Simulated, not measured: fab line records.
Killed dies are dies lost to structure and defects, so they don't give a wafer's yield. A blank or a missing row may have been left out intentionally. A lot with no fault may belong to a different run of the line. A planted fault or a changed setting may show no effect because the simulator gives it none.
One fault seen from 3 desks || flow n5_finfet || each desk holds nothing but its own numbers, with what lay behind them at the end

## DESK OF THE TOOL OWNER: rie_diel-02
The tool's own readings at N5_HKMG_FIN_ETCH_55 (etches SOC in N2/H2, target depth 240 nm, time 300 s): means of the sampled wafers that have a number, for each lot that ran on this tool. A lot is out of limits, marked OUT, if its mean lies more than 4 standard deviations from the usual mean; the brackets give that distance.
Columns: A = bias_w at N5_HKMG_FIN_ETCH_55, usual 150.0 W; B = chamber_pressure_mTorr at N5_HKMG_FIN_ETCH_55, usual 30.001 mTorr; C = drypump_motor_current_A at N5_HKMG_FIN_ETCH_55, usual 5.5 A; D = oes_product_au at N5_HKMG_FIN_ETCH_55, usual 0.81 a.u.; E = rf_vpp_V at N5_HKMG_FIN_ETCH_55, usual 524.3 V; F = showerhead_plenum_p_Torr at N5_HKMG_FIN_ETCH_55, usual 2.56 Torr; G = throttle_valve_pct at N5_HKMG_FIN_ETCH_55, usual 17.89 %
{"lot": "L947", "first seen here": "day 4 00:26", "A": 150.2, "B": 29.999, "C": 5.7, "D": 0.83, "E": 523.4, "F": 2.53, "G": 17.93}
{"lot": "L958", "first seen here": "day 6 22:29", "A": "137.7 (-27) OUT", "B": 30.029, "C": 5.5, "D": 0.85, "E": "496.0 (-12) OUT", "F": 2.56, "G": 17.82}
{"lot": "L960", "first seen here": "day 7 09:16", "A": "137.9 (-27) OUT", "B": 29.994, "C": 5.5, "D": 0.84, "E": "495.6 (-12) OUT", "F": 2.55, "G": 17.82}
{"lot": "L963", "first seen here": "day 8 03:52", "A": "137.6 (-28) OUT", "B": 30.008, "C": 5.6, "D": 0.88, "E": "493.4 (-13) OUT", "F": 2.49, "G": 17.82}
Finding of this desk: L958, L960, L963 out of limits; the first was L958 at day 6 22:29, on bias_w at N5_HKMG_FIN_ETCH_55. L947: within limits.

## FROM THE METROLOGY DESK
What the gauges read, lot by lot, whatever tool the lot ran on: means of the sampled wafers that have a number. A lot is out of limits, marked OUT, if its mean lies more than 4 standard deviations from the usual mean; the brackets give that distance. Shown here are 7 of its 12 readings, the ones lying furthest out on some lot.
Columns: A = cd_nm at N5_HKMG_FIN_CD_MEAS_49, usual 202.0 nm; B = NDIPOLE_OVL at N5_HKMG_FIN_OVL_MEAS_50, usual 0.0 nm; C = DIBL_N at N5_BEOL_M4_RC_MEAS_101, usual 36.8 mV/V; D = ION_N at N5_BEOL_M4_RC_MEAS_101, usual 682 uA/um; E = ION_P at N5_BEOL_M4_RC_MEAS_101, usual 467 uA/um; F = SS_N at N5_BEOL_M4_RC_MEAS_101, usual 71.7 mV/dec; G = VT_P at N5_BEOL_M4_RC_MEAS_101, usual -249 mV
{"lot": "L947", "first seen here": "day 4 00:11", "A": 201.8, "B": 0.5, "C": 35.9, "D": 683, "E": 475, "F": 71.8, "G": -246}
{"lot": "L953", "first seen here": "day 5 13:04", "A": 201.9, "B": 1.1, "C": 38.2, "D": 669, "E": 458, "F": 72.3, "G": -252}
{"lot": "L958", "first seen here": "day 6 21:59", "A": 202.3, "B": -0.2, "C": 36.6, "D": 678, "E": 465, "F": 71.8, "G": -251}
{"lot": "L960", "first seen here": "day 7 08:42", "A": 200.9, "B": -2.4, "C": 39.1, "D": 692, "E": 471, "F": 72.1, "G": -246}
{"lot": "L963", "first seen here": "day 8 03:08", "A": 201.2, "B": -0.2, "C": 36.7, "D": 683, "E": 469, "F": 71.3, "G": -249}
{"lot": "L966", "first seen here": "day 8 21:08", "A": 201.3, "B": 0.3, "C": 35.2, "D": 686, "E": 470, "F": 71.6, "G": -249}
{"lot": "L970", "first seen here": "day 9 18:35", "A": 202.9, "B": 0.6, "C": 37.1, "D": 673, "E": 465, "F": 71.5, "G": -250}
This desk's finding: nothing out of limits on any of the 7 lots.

## THE DEFECT DESK
Per lot, the means of the sampled wafers with a number show what the inspections along the route counted. A lot is out of limits, marked OUT, if its mean lies more than 4 standard deviations from the usual mean; the brackets give that distance.
Columns: A = raw_defect_count at N5_HKMG_FIN_INSPECT_61, usual 1.8
{"lot": "L947", "first seen here": "day 4 00:15", "A": 1.7}
{"lot": "L953", "first seen here": "day 5 13:07", "A": 2.0}
{"lot": "L958", "first seen here": "day 6 22:02", "A": 1.7}
{"lot": "L960", "first seen here": "day 7 08:45", "A": 2.7}
{"lot": "L963", "first seen here": "day 8 03:11", "A": 2.0}
{"lot": "L966", "first seen here": "day 8 21:11", "A": 3.0}
{"lot": "L970", "first seen here": "day 9 18:38", "A": 1.7}
This desk's finding: nothing out of limits on any of the 7 lots.

## BROUGHT TOGETHER
The tool owner's desk had the chance to raise an alarm at day 6 22:29 on L958, L960, L963.
From the metrology desk's view, nothing was out of limits.
Nothing the defect desk looked at was out of limits.
The metrology desk has L958, L960, L963 on record, within its limits.
The defect desk has L958, L960, L963 on record, within its limits.
N5_HKMG_FIN_ETCH_55 was run on rie_diel-02 by each of the lots named.

## WHAT WAS PUT IN BY THE SIMULATOR
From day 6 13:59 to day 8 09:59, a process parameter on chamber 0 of rie_diel-02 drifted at N5_HKMG_FIN_ETCH_55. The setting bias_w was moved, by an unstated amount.
Struck lots among those shown: L958, L960, L963.
Hours from the fault's start to each desk's first reading out of limits: the tool owner's desk, 8.
